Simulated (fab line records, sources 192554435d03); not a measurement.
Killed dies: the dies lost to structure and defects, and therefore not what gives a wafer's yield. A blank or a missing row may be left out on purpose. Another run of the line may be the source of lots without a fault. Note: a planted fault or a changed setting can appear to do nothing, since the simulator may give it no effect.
Which tool is to blame?	flow n5_finfet	12 lots with 34 wafers sampled at 4 steps, on a route of 1938 steps

WHAT THE GAUGES SHOWED, per wafer
N5_BEOL_M15_CD_MEAS_28 targets a cd of 407.6 nm.
lot	measured	on	cd_nm (nm)
L501	day 10 16:59	cd_sem-02	408.3 408.8 406.3
L503	day 10 23:46	cd_sem-03	406.9 407.0 406.3
L502	day 11 01:54	cd_sem-02	411.8 411.0 407.7
L504	day 11 05:40	cd_sem-01	408.6 410.8 409.9
L506	day 11 14:47	cd_sem-02	405.9 406.9 408.4
L507	day 11 18:10	cd_sem-02	406.4 407.5 409.0
L508	day 12 06:51	cd_sem-03	408.6 407.2 404.6
L512	day 16 23:47	cd_sem-02	404.3 408.3 405.9
L520	day 18 05:47	cd_sem-01	408.1 408.1
L523	day 18 06:25	cd_sem-02	407.1 407.9 407.6
L524	day 18 16:16	cd_sem-01	406.4 407.7 407.9
L513	day 18 16:35	cd_sem-03	406.6 406.5

N5_BEOL_M15_INSPECT_30: inspects for defects (macro).
lot	measured	on	raw_defect_count
L501	day 10 18:35	defect_inspect-01	2 1 2
L503	day 10 23:49	defect_inspect-02	3 1 0
L502	day 11 01:58	defect_inspect-01	2 2 3
L504	day 11 05:43	defect_inspect-01	0 2 4
L506	day 11 14:50	defect_inspect-01	3 1 2
L507	day 11 18:13	defect_inspect-01	2 2 1
L508	day 12 06:54	defect_inspect-01	2 1 1
L512	day 16 23:51	defect_inspect-01	4 1 3
L520	day 18 05:50	defect_inspect-01	2 0
L523	day 18 06:28	defect_inspect-02	0 2 4
L524	day 18 16:19	defect_inspect-01	4 1 4
L513	day 18 16:38	defect_inspect-01	0 1

WHAT TOOL EACH LOT RAN ON (gives the tool, then ch and the chambers of the sampled wafers, and finally the start)
lot	N5_BEOL_M14_SPUTTER_44	N5_BEOL_M15_COAT_60
L501	pvd_sputter-03, day 10 13:29	litho_track-03 ch 0, day 10 16:43
L503	pvd_sputter-01, day 10 20:33	litho_track-04 ch 0, day 10 23:30
L502	pvd_sputter-01, day 10 21:56	litho_track-03 ch 0, day 11 01:31
L504	pvd_sputter-03, day 11 02:20	litho_track-04 ch 0, day 11 05:23
L506	pvd_sputter-02, day 11 11:19	litho_track-02 ch 0, day 11 14:31
L507	pvd_sputter-03, day 11 13:40	litho_track-03 ch 0, day 11 17:46
L508	pvd_sputter-03, day 12 03:34	litho_track-02 ch 0, day 12 06:35
L512	pvd_sputter-01, day 16 20:08	litho_track-03 ch 0, day 16 23:24
L520	pvd_sputter-02, day 18 02:26	litho_track-03 ch 0, day 18 05:23
L523	pvd_sputter-02, day 18 03:05	litho_track-03 ch 0, day 18 06:00
L524	pvd_sputter-03, day 18 12:47	litho_track-04 ch 0, day 18 15:59
L513	pvd_sputter-01, day 18 13:16	litho_track-03 ch 0, day 18 16:11
- N5_BEOL_M14_SPUTTER_44: material Ta, target thk 15 nm, time 24.19 s.
- N5_BEOL_M15_COAT_60: time 60 s, resist thk 89 nm.

AS READ BY THE TOOLS THEMSELVES (means over the sampled wafers that have a number; for cases with no such wafer, the mark the record gives instead)
N5_BEOL_M14_SPUTTER_44.
lot	tool	chamber_pressure_pa (Pa)	throttle_valve_pct (%)
L501	pvd_sputter-03	0.07	29.4
L503	pvd_sputter-01	0.07	30.6
L502	pvd_sputter-01	0.07	30.3
L504	pvd_sputter-03	0.07	30.4
L506	pvd_sputter-02	0.07	29.2
L507	pvd_sputter-03	0.07	30.5
L508	pvd_sputter-03	0.07	30.2
L512	pvd_sputter-01	0.07	30.5
L520	pvd_sputter-02	0.07	29.2
L523	pvd_sputter-02	0.07	28.8
L524	pvd_sputter-03	0.07	29.5
L513	pvd_sputter-01	0.07	30.2

N5_BEOL_M15_COAT_60.
lot	tool	dispense_pressure_kPa (kPa)	heater_power_total_W (W)	run_length_s (s)
L501	litho_track-03	47.0	390.4	65.84
L503	litho_track-04	50.0	391.9	66.04
L502	litho_track-03	47.0	393.2	65.86
L504	litho_track-04	49.9	391.5	66.12
L506	litho_track-02	53.3	392.2	66.12
L507	litho_track-03	47.0	390.9	65.90
L508	litho_track-02	53.3	392.6	66.19
L512	litho_track-03	47.0	390.8	65.94
L520	litho_track-03	47.0	406.6	62.62
L523	litho_track-03	47.0	401.9	63.74
L524	litho_track-04	50.0	390.6	66.22
L513	litho_track-03	47.1	408.4	62.65

THE ANSWER, worked out from the rows above alone
Rule: usual is defined by the lots themselves. Put in order of their means at a reading, lots are off if they are a third of the lots or fewer, leave a main group of 4 or more, and stand apart from it by a gap of 3 or more times the standard deviation of the main group's means; of several such gaps the widest counts. A main group is skipped when, at the precision printed for the reading in the tables above, its means are all equal. Also off: a lot with no number at a reading for which 4 or more lots have one. All remaining lots with rows at the step are treated as sound. Order of review: gauges by route order, followed by the tools' own readings, for which a lot's mean as printed above is used. The first step at which some lot is off is used, and at that step the reading that is off furthest; a lot without a number counts as furthest.
Off: L520, L523, L513 (N5_BEOL_M15_COAT_60, run_length_s). For the main group the mean is 66.03 s and the standard deviation 0.14.
A tool fits if, at that step or a process step before it, it ran every lot that is off, and no sound lot after the first of them. One fits: N5_BEOL_M15_COAT_60 on litho_track-03. Its last sound lot is L512 (day 16 23:24), its first lot that is off L520 (day 18 05:23): a fault that began between those two fits.
The tool's own readings at N5_BEOL_M15_COAT_60 bear it out: on the lots that are off they differ by more than 5 times the standard deviation of the sound lots' means. heater_power_total_W reads 405.6 W there against 391.6 W on the sound lots; run_length_s reads 63.00 s there against 66.03 s on the sound lots.

WHAT HAD BEEN PUT IN BY THE SIMULATOR
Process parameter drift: litho_track-03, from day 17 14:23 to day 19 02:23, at N5_BEOL_M15_COAT_60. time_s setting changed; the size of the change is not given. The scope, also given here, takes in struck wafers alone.
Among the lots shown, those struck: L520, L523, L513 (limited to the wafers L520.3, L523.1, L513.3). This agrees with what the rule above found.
